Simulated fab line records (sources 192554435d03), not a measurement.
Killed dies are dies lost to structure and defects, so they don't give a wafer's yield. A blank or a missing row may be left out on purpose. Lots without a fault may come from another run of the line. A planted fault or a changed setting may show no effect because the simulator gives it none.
Split-lot experiment :: flow n5 finfet :: 21 wafers read from 7 lots, route of 1938 steps

== ON THE SPLIT ==
At N5_BEOL_M1_COAT_22 (resist thk 30 nm), the setting spin rpm was moved away from the recipe's 1500 rpm on 9 of the 21 wafers read, by -8.6% to +9.3%. For the rest of the wafers, this setting stayed at what the recipe calls for.

== FROM THE SPLIT TO THE READING: what the file shows between them, 2 steps ==
- N5_BEOL_M1_EBR_24
- N5_BEOL_M1_SOFTBAKE_23: time 60 s

== THE READING ==
CAR-EUV_of_BEOL_M1_COAT_22.thk nm (the simulator's own value, which no gauge read), in nm, at N5_BEOL_M1_DESCUM_33 (chemistry O2, time 7 s). The file gives no usual value for it. Average 26.1 nm, standard deviation 0.094 nm, over the 12 wafers here run with the recipe.

wafer: L074.1
tool, chamber at the split: litho track-04, 0
spin rpm as run, rpm: 1634
against the recipe: +8.9%
CAR-EUV_of_BEOL_M1_COAT_22.thk nm, nm: 24.8
against lot-mates on the recipe: -1.2

wafer: L074.4
tool, chamber at the split: litho track-04, 0
spin rpm as run, rpm: 1634
against the recipe: +8.9%
CAR-EUV_of_BEOL_M1_COAT_22.thk nm, nm: 24.8
against lot-mates on the recipe: -1.2

wafer: L074.6
tool, chamber at the split: litho track-04, 0
spin rpm as run, rpm: 1500
against the recipe: recipe
CAR-EUV_of_BEOL_M1_COAT_22.thk nm, nm: 26
against lot-mates on the recipe: -

wafer: L077.1
tool, chamber at the split: litho track-05, 0
spin rpm as run, rpm: 1500
against the recipe: recipe
CAR-EUV_of_BEOL_M1_COAT_22.thk nm, nm: 26.2
against lot-mates on the recipe: -

wafer: L077.3
tool, chamber at the split: litho track-05, 0
spin rpm as run, rpm: 1603
against the recipe: +6.9%
CAR-EUV_of_BEOL_M1_COAT_22.thk nm, nm: 25.2
against lot-mates on the recipe: -1.0

wafer: L077.5
tool, chamber at the split: litho track-05, 0
spin rpm as run, rpm: 1603
against the recipe: +6.9%
CAR-EUV_of_BEOL_M1_COAT_22.thk nm, nm: 25.2
against lot-mates on the recipe: -1.0

wafer: L079.1
tool, chamber at the split: litho track-04, 0
spin rpm as run, rpm: 1371
against the recipe: -8.6%
CAR-EUV_of_BEOL_M1_COAT_22.thk nm, nm: 27.4
against lot-mates on the recipe: +1.4

wafer: L079.3
tool, chamber at the split: litho track-04, 0
spin rpm as run, rpm: 1500
against the recipe: recipe
CAR-EUV_of_BEOL_M1_COAT_22.thk nm, nm: 26
against lot-mates on the recipe: -

wafer: L079.4
tool, chamber at the split: litho track-04, 0
spin rpm as run, rpm: 1500
against the recipe: recipe
CAR-EUV_of_BEOL_M1_COAT_22.thk nm, nm: 26
against lot-mates on the recipe: -

wafer: L081.1
tool, chamber at the split: litho track-04, 0
spin rpm as run, rpm: 1500
against the recipe: recipe
CAR-EUV_of_BEOL_M1_COAT_22.thk nm, nm: 26.2
against lot-mates on the recipe: -

wafer: L081.3
tool, chamber at the split: litho track-04, 0
spin rpm as run, rpm: 1500
against the recipe: recipe
CAR-EUV_of_BEOL_M1_COAT_22.thk nm, nm: 26.2
against lot-mates on the recipe: -

wafer: L081.6
tool, chamber at the split: litho track-04, 0
spin rpm as run, rpm: 1602
against the recipe: +6.8%
CAR-EUV_of_BEOL_M1_COAT_22.thk nm, nm: 25.2
against lot-mates on the recipe: -1.0

wafer: L087.1
tool, chamber at the split: litho track-03, 0
spin rpm as run, rpm: 1444
against the recipe: -3.7%
CAR-EUV_of_BEOL_M1_COAT_22.thk nm, nm: 26.8
against lot-mates on the recipe: +0.6

wafer: L087.2
tool, chamber at the split: litho track-03, 0
spin rpm as run, rpm: 1500
against the recipe: recipe
CAR-EUV_of_BEOL_M1_COAT_22.thk nm, nm: 26.2
against lot-mates on the recipe: -

wafer: L087.3
tool, chamber at the split: litho track-03, 0
spin rpm as run, rpm: 1500
against the recipe: recipe
CAR-EUV_of_BEOL_M1_COAT_22.thk nm, nm: 26.2
against lot-mates on the recipe: -

wafer: L088.2
tool, chamber at the split: litho track-05, 0
spin rpm as run, rpm: 1500
against the recipe: recipe
CAR-EUV_of_BEOL_M1_COAT_22.thk nm, nm: 26.2
against lot-mates on the recipe: -

wafer: L088.3
tool, chamber at the split: litho track-05, 0
spin rpm as run, rpm: 1500
against the recipe: recipe
CAR-EUV_of_BEOL_M1_COAT_22.thk nm, nm: 26.2
against lot-mates on the recipe: -

wafer: L088.6
tool, chamber at the split: litho track-05, 0
spin rpm as run, rpm: 1500
against the recipe: recipe
CAR-EUV_of_BEOL_M1_COAT_22.thk nm, nm: 26.2
against lot-mates on the recipe: -

wafer: L092.1
tool, chamber at the split: litho track-03, 0
spin rpm as run, rpm: 1640
against the recipe: +9.3%
CAR-EUV_of_BEOL_M1_COAT_22.thk nm, nm: 24.8
against lot-mates on the recipe: -1.2

wafer: L092.5
tool, chamber at the split: litho track-03, 0
spin rpm as run, rpm: 1640
against the recipe: +9.3%
CAR-EUV_of_BEOL_M1_COAT_22.thk nm, nm: 24.6
against lot-mates on the recipe: -1.4

wafer: L092.6
tool, chamber at the split: litho track-03, 0
spin rpm as run, rpm: 1500
against the recipe: recipe
CAR-EUV_of_BEOL_M1_COAT_22.thk nm, nm: 26
against lot-mates on the recipe: -

THE FIT
A straight line over all 21 wafers: CAR-EUV_of_BEOL_M1_COAT_22.thk nm changes by -0.149 nm for each +1% of spin rpm; r = -0.99; the points scatter about the line by 0.092 nm.
The same after taking each lot's own level away (the mean of its wafers on the recipe; 21 wafers): -0.145 nm for each +1%; r = -1.00; scatter 0.056 nm.
According to that fit, moving spin rpm by its largest amount changes the reading by 1.4 nm.
Measured against the standard deviation above, the lots' own levels, which go from 26.00 to 26.20 nm, span 2.1 times it.
Consequently the slope shifts little with the lot-to-lot level, the two slopes agreeing.
Check: -1.36 nm against its lot-mates is what the line predicts for one of the wafers moved furthest among these (+9.3%) when that wafer is left out of the fit. Against them it came out at -1.2 nm.

== OTHER SPLITS ON THESE WAFERS ==
Before the reading, these wafers also passed through other splits. Each is held against what the fit with the lots' levels taken away leaves over:
other split on the same wafers: N5_MOL_CONTACT_COAG_CONTACT_ETCH_14 time s
wafers away from the commonest value: 4
r with CAR-EUV_of_BEOL_M1_COAT_22.thk nm (lot level and that fit taken away): +0.06

other split on the same wafers: N5_MOL_CONTACT_COAG_ALD_133 ald cycles
wafers away from the commonest value: 7
r with CAR-EUV_of_BEOL_M1_COAT_22.thk nm (lot level and that fit taken away): +0.06

other split on the same wafers: N5_BEOL_M0_SAQP_EXPOSE_37 dose mj
wafers away from the commonest value: 7
r with CAR-EUV_of_BEOL_M1_COAT_22.thk nm (lot level and that fit taken away): -0.06

== THE WHOLE CHAIN: every reading that the file lists as answering this split, in the file's order ==
step: N5_BEOL_M1_COAT_22
what it does: resist thk 30 nm
reading: CAR-EUV_of_BEOL_M1_COAT_22.thk nm (the simulator's own value, which no gauge read)
change (the file's fit): -0.142 nm for each +1% of the setting
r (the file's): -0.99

step: N5_BEOL_M1_DESCUM_33
what it does: chemistry O2, time 7 s
reading: CAR-EUV_of_BEOL_M1_COAT_22.thk nm (the simulator's own value, which no gauge read)
change (the file's fit): -0.146 nm for each +1% of the setting
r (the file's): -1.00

== THE FILE'S OWN FIT ==
CAR-EUV_of_BEOL_M1_COAT_22.thk nm changes by -0.146 nm for each +1% of spin rpm, r = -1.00.
